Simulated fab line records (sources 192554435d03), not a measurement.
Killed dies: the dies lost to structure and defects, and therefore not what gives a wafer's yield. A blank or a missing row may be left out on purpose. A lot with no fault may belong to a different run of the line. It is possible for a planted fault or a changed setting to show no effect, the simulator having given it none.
Lot-split experiment | flow n5-finfet | 39 wafers read across 7 lots, on a route 1938 steps long

SPLIT DETAILS
At N5_BEOL_M15_ILD_DEP_00 (deposits SiO2 from TEOS/O2, target thk 1629.3 nm, time 346.1 s), the setting target-thk-a was moved away from the recipe's 16293 angstrom on 6 of the 39 wafers read, by +28.0% to +52.2%. The other wafers ran this setting at the recipe's value.

The file shows no step between the split and the reading.

THE READING
M15_ILD_THK at N5_BEOL_M15_THK_MEAS_01, in nm. On this fab line, fault-free wafers typically give 1629 nm with a standard deviation of 26 nm.

wafer  | tool, chamber at the split | target-thk-a as run, angstrom | against the recipe | M15_ILD_THK, nm | against lot-mates on the recipe
L074.1 | pecvd-03, 1                | 16293                         | recipe             | 1633            | -
L074.2 | pecvd-03, 0                | 16293                         | recipe             | 1641            | -
L074.3 | pecvd-03, 2                | 16293                         | recipe             | 1633            | -
L074.4 | pecvd-03, 1                | 16293                         | recipe             | 1655            | -
L074.5 | pecvd-03, 0                | 16293                         | recipe             | 1662            | -
L074.6 | pecvd-03, 2                | 16293                         | recipe             | 1658            | -
L076.1 | pecvd-03, 1                | 16293                         | recipe             | 1647            | -
L076.2 | pecvd-03, 2                | 20860                         | +28.0%             | 2077            | +428
L076.3 | pecvd-03, 0                | 20860                         | +28.0%             | 2073            | +424
L076.4 | pecvd-03, 1                | 16293                         | recipe             | 1655            | -
L076.5 | pecvd-03, 2                | 20860                         | +28.0%             | 2098            | +449
L076.6 | pecvd-03, 0                | 16293                         | recipe             | 1644            | -
L082.1 | pecvd-03, 2,1              | 16293                         | recipe             | 1656            | -
L082.2 | pecvd-03, 1                | 16293                         | recipe             | 1644            | -
L082.3 | pecvd-03, 0                | 16293                         | recipe             | 1622            | -
L082.4 | pecvd-03, 2,1              | 16293                         | recipe             | 1656            | -
L082.5 | pecvd-03, 2                | 16293                         | recipe             | 1663            | -
L082.6 | pecvd-03, 0                | 16293                         | recipe             | 1654            | -
L084.1 | pecvd-04, 0                | 16293                         | recipe             | 1614            | -
L084.2 | pecvd-04, 1                | 16293                         | recipe             | 1594            | -
L084.5 | pecvd-04, 0                | 16293                         | recipe             | 1640            | -
L086.1 | pecvd-02, 1                | 16293                         | recipe             | 1655            | -
L086.2 | pecvd-02, 0                | 16293                         | recipe             | 1568            | -
L086.3 | pecvd-02, 2                | 16293                         | recipe             | 1601            | -
L086.4 | pecvd-02, 0                | 16293                         | recipe             | 1596            | -
L086.5 | pecvd-02, 1                | 16293                         | recipe             | 1686            | -
L086.6 | pecvd-02, 2                | 16293                         | recipe             | 1636            | -
L091.1 | pecvd-04, 2                | 24790                         | +52.2%             | 2455            | +846
L091.2 | pecvd-04, 1                | 16293                         | recipe             | 1591            | -
L091.3 | pecvd-04, 0                | 16293                         | recipe             | 1605            | -
L091.4 | pecvd-04, 0                | 24790                         | +52.2%             | 2496            | +887
L091.5 | pecvd-04, 2                | 24790                         | +52.2%             | 2474            | +865
L091.6 | pecvd-04, 1                | 16293                         | recipe             | 1630            | -
L093.1 | pecvd-02, 0                | 16293                         | recipe             | 1562            | -
L093.2 | pecvd-02, 2                | 16293                         | recipe             | 1590            | -
L093.3 | pecvd-02, 1                | 16293                         | recipe             | 1627            | -
L093.4 | pecvd-02, 0                | 16293                         | recipe             | 1607            | -
L093.5 | pecvd-02, 2                | 16293                         | recipe             | 1626            | -
L093.6 | pecvd-02, 1                | 16293                         | recipe             | 1651            | -
Rows listing several chambers each stand for several wafers; the file does not say which wafer went through which chamber.

FIT RESULTS
A straight line over all 39 wafers: M15_ILD_THK changes by +16.2 nm for each +1% of target-thk-a; r = +0.99; the points scatter about the line by 28 nm.
The same after taking each lot's own level away (the mean of its wafers on the recipe; 39 wafers): +16.4 nm for each +1%; r = +1.00; scatter 24 nm.
According to that fit, moving target-thk-a by its largest amount changes the reading by 8.5e+02 nm.
The span of the lots' own levels, 1608.7 to 1649.2 nm, comes to 1.6 times the standard deviation stated above.
The two slopes are in agreement: the lot-to-lot level therefore moves the slope only a little.
Check: with one of the wafers moved furthest among these (+52.2%) left out of the fit, the line predicts +856 nm for it against its lot-mates. Against them it came out at +846 nm.

THE WHOLE CHAIN: every reading that the file lists as answering this split, in the file's order
step                    | what it does                                                   | reading                                                                             | change (the file's fit)              | r (the file's)
N5_BEOL_M15_ILD_DEP_00  | deposits SiO2 from TEOS/O2, target thk 1629.3 nm, time 346.1 s | SiO2_of_BEOL_M15_ILD_DEP_00.thk-nm (the simulator's own value, which no gauge read) | +16.3 nm for each +1% of the setting | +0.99
N5_BEOL_M15_THK_MEAS_01 |                                                                | M15_ILD_THK                                                                         | +16.4 for each +1% of the setting    | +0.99
N5_BEOL_M15_VIA_ETCH_16 | etches SiO2 in C4F8/O2/Ar, target depth 1792.2 nm              | etch.depth-nm (the simulator's own value, which no gauge read)                      | +16.3 nm for each +1% of the setting | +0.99
N5_BEOL_M15_VIA_ETCH_16 | etches SiO2 in C4F8/O2/Ar, target depth 1792.2 nm              | coat_of_BEOL_M15_COAT_04.thk-nm (the simulator's own value, which no gauge read)    | -3.79 nm for each +1% of the setting | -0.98

FILE'S OWN FIT
M15_ILD_THK changes by +16.4 nm for each +1% of target-thk-a, r = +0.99.
